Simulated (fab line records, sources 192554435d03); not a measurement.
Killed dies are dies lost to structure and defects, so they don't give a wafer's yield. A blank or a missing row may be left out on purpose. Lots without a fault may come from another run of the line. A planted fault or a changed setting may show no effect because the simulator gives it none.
A struck lot beside a sound one | flow n5_finfet | 15 steps out of a route of 1938
Sound: wafers L666.1, L666.4, L666.5. Struck: wafers L677.2, L677.6. The cause comes at the end.
At each step with rows: each side's tool, then ch and its chambers, then its first start. Under that, the readings that differ: sound wafers | struck wafers | difference of the means | sigmas: that difference in standard deviations of wafers without a fault.
alike: readings whose means differ by less than 2 such deviations, and words and numbers that are the same on both sides. not compared: withheld readings, readings that some wafer has no value for, bounds like >300 that may hide the same value, and numbers for which the record gives no deviation and whose values overlap.
The two part at a step that has a row with sigmas, a row that says differs or no value, or rows on one side only. Numbers that don't overlap but have no deviation are shown without sigmas and don't part them. A reading that every wafer of one side lacks parts them only if that side has two wafers or more.

N5_FIN_SAQP_ETCH_34: etches SiO2 in C4F6/O2, target depth 45 nm, time 15 s.
  sound on rie_diel-01 ch 2,3, day 4 02:38; struck on rie_diel-05 ch 2,3, day 6 23:40
  alike: drypump_motor_current_A, etch_rf_on_time_s, oes_product_au, rf_vpp_V, showerhead_plenum_p_Torr, throttle_valve_pct
  not compared: rf_hours_counter_h
N5_FIN_SAQP_STRIP_77: strips in N2/H2, time 90 s.
  sound on rie_diel-01 ch 2,3, day 4 02:40; struck on rie_diel-05 ch 2,3, day 6 23:41
  alike: drypump_motor_current_A, oes_product_au, rf_vpp_V, showerhead_plenum_p_Torr, throttle_valve_pct
  not compared: rf_hours_counter_h
N5_FIN_SAQP_HM_CD_35: target cd 8 nm.
  sound on cd_sem-02, day 4 02:47; struck on cd_sem-01, day 6 23:49
  alike: cd_nm
N5_FIN_SAQP_ETCH_64: etches SiO2 in CF4, target depth 1.5 nm.
  sound on rie_si-04 ch 1,2,3, day 4 02:50; struck on rie_si-01 ch 1,3, day 6 23:52
  alike: drypump_motor_current_A, oes_product_au, throttle_valve_pct
  not compared: rf_hours_counter_h
N5_FIN_SAQP_FIN_ETCH_36: etches the open film in HBr/Cl2/O2, target depth 120 nm, time 50.4 s.
  sound on rie_si-04 ch 1,2,3, day 4 02:51; struck on rie_si-01 ch 1,3, day 6 23:53
  reading              | sound             | struck      | difference | sigmas
  HBr_flow_sccm (sccm) | 149.2 149.9 149.1 | 150.4 150.4 | +1.0       | +2
  alike: drypump_motor_current_A, mfc_cl2_sccm, oes_product_au, throttle_valve_pct
  not compared: rf_hours_counter_h
N5_FIN_SAQP_CD_MEAS_37: target cd 8 nm.
  sound on cd_sem-02, day 4 02:58; struck on cd_sem-03, day 7 00:00
  alike: cd_nm
then, 3 steps without rows for these wafers: N5_FIN_SAQP_PRECLEAN_38 (cleans in O3/DIW, time 45 s); N5_FIN_SAQP_PRECLEAN_45 (cleans in dHF, time 10 s); N5_FIN_SAQP_SRD_39 (time 30 s).
N5_FIN_SAQP_OCD_MEAS_76:
  sound on ocd-01, day 4 03:04; struck on ocd-01, day 7 00:06
  reading              | sound             | struck      | difference | sigmas
  trench_depth_nm (nm) | 122.0 119.1 118.4 | 116.6 116.2 | -3.4       | -2
N5_FIN_SAQP_INSPECT_40: inspects for defects (brightfield).
  sound on defect_inspect-01, day 4 03:06; struck on defect_inspect-02, day 7 00:08
  alike: raw_defect_count
then, 1 step without rows for these wafers: N5_FIN_CUT_COAT_18 (time 60 s, resist thk 230 nm).
N5_FIN_CUT_COAT_19: time 60 s, resist thk 20 nm.
  sound on litho_track-02 ch 0, day 4 03:08; struck on litho_track-02 ch 0, day 7 00:10
  reading                  | sound             | struck      | difference | sigmas
  heater_power_total_W (W) | 430.8 427.5 427.0 | 444.7 445.9 | +16.9      | +8
  run_length_s (s)         | 66.20 65.94 66.02 | 62.23 62.46 | -3.71      | -22
then, 1 step without rows for these wafers: N5_FIN_CUT_COAT_29 (time 60 s, resist thk 10 nm).
-- the record jumps here: 6 days lie between the struck wafers' starts before and after (it left off in module FIN_CUT and takes up again in module BEOL_M4, whose first step shown is number 1111 of the route) --
N5_BEOL_M4_RC_MEAS_101:
  sound on prober-02 ch 0, day 10 06:32; struck on prober-01 ch 0, day 13 00:32
  alike: DIBL_N, DIBL_P, IOFF_N, IOFF_P, ION_N, ION_P, SS_N, SS_P, VT_N, VT_P

WHERE THEY PART
First at N5_FIN_SAQP_FIN_ETCH_36; last, within this record, at N5_FIN_CUT_COAT_19. Later steps at which nothing parts them and some readings are alike: N5_BEOL_M4_RC_MEAS_101.

WHY: what the simulator had put in
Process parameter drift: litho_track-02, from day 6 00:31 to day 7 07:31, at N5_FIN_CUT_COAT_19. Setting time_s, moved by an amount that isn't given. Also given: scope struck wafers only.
